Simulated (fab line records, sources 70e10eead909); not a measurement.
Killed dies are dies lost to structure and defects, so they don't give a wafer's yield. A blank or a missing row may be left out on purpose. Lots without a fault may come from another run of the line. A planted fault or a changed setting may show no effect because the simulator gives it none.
A struck lot beside a sound one | flow nand_harc | 13 steps out of a route of 1302
Sound: wafers L610.1, L610.3, L610.5. Struck: wafer L609.6. (L609.1 of the same lot was not struck and is left out.) The cause comes at the end.
At each step with rows: each side's tool, then ch and its chambers, then its first start. Under that, the readings that differ: sound wafers | struck wafers | difference of the means | sigmas: that difference in standard deviations of wafers without a fault.
alike: readings whose means differ by less than 2 such deviations, and words and numbers that are the same on both sides. not compared: withheld readings, readings that some wafer has no value for, bounds like >300 that may hide the same value, and numbers for which the record gives no deviation and whose values overlap.
The two part at a step that has a row with sigmas, a row that says differs or no value, or rows on one side only. Numbers that don't overlap but have no deviation are shown without sigmas and don't part them. A reading that every wafer of one side lacks parts them only if that side has two wafers or more.

NHARC_A_SOURCE_PLATE_THK_MEAS_06: measures by ellipsometry.
  sound on film_metro-01, day 15 02:10; struck on film_metro-02, day 14 14:32
  alike: thk_nm
NHARC_A_SOURCE_PLATE_INSPECT_08:
  sound on defect_inspect-01, day 15 02:16; struck on defect_inspect-02, day 14 14:38
  alike: raw_defect_count
then, 1 step without rows for these wafers: NHARC_A_ONON_D1_DEP_00 (target thk 1000 nm).
NHARC_A_ONON_D1_THK_MEAS_02: measures by ellipsometry.
  sound on film_metro-02, day 15 02:50; struck on film_metro-02, day 14 15:13
  alike: thk_nm
then, 1 step without rows for these wafers: NHARC_A_ONON_D1_DEP_03 (target thk 1000 nm).
NHARC_A_ONON_D1_THK_MEAS_05: measures by ellipsometry.
  sound on film_metro-02, day 15 03:24; struck on film_metro-01, day 14 15:47
  alike: thk_nm
then, 1 step without rows for these wafers: NHARC_A_ONON_D1_DEP_06 (target thk 1000 nm).
NHARC_A_ONON_D1_THK_MEAS_08: measures by ellipsometry.
  sound on film_metro-02, day 15 03:58; struck on film_metro-02, day 14 16:20
  reading     | sound          | struck | difference | sigmas
  thk_nm (nm) | 1021 1021 1022 | 989    | -32        | -3
then, 1 step without rows for these wafers: NHARC_A_ONON_D1_DEP_09 (target thk 1000 nm).
NHARC_A_ONON_D1_THK_MEAS_11: measures by ellipsometry.
  sound on film_metro-01, day 15 04:32; struck on film_metro-01, day 14 16:54
  alike: thk_nm
NHARC_A_ONON_D1_DEP_12: target thk 1000 nm.
  sound on pecvd_onon-04 ch 0, day 15 04:35; struck on pecvd_onon-01 ch 0, day 14 16:58
  alike: susceptor_temp_C
NHARC_A_ONON_D1_THK_MEAS_14: measures by ellipsometry.
  sound on film_metro-02, day 15 05:06; struck on film_metro-02, day 14 17:28
  reading     | sound          | struck | difference | sigmas
  thk_nm (nm) | 1017 1017 1017 | 690    | -327       | -33
then, 1 step without rows for these wafers: NHARC_A_ONON_D1_ANNEAL_15 (time 3600 s).

WHERE THEY PART
First at NHARC_A_ONON_D1_THK_MEAS_08; last, within this record, at NHARC_A_ONON_D1_THK_MEAS_14.

WHY: what the simulator had put in
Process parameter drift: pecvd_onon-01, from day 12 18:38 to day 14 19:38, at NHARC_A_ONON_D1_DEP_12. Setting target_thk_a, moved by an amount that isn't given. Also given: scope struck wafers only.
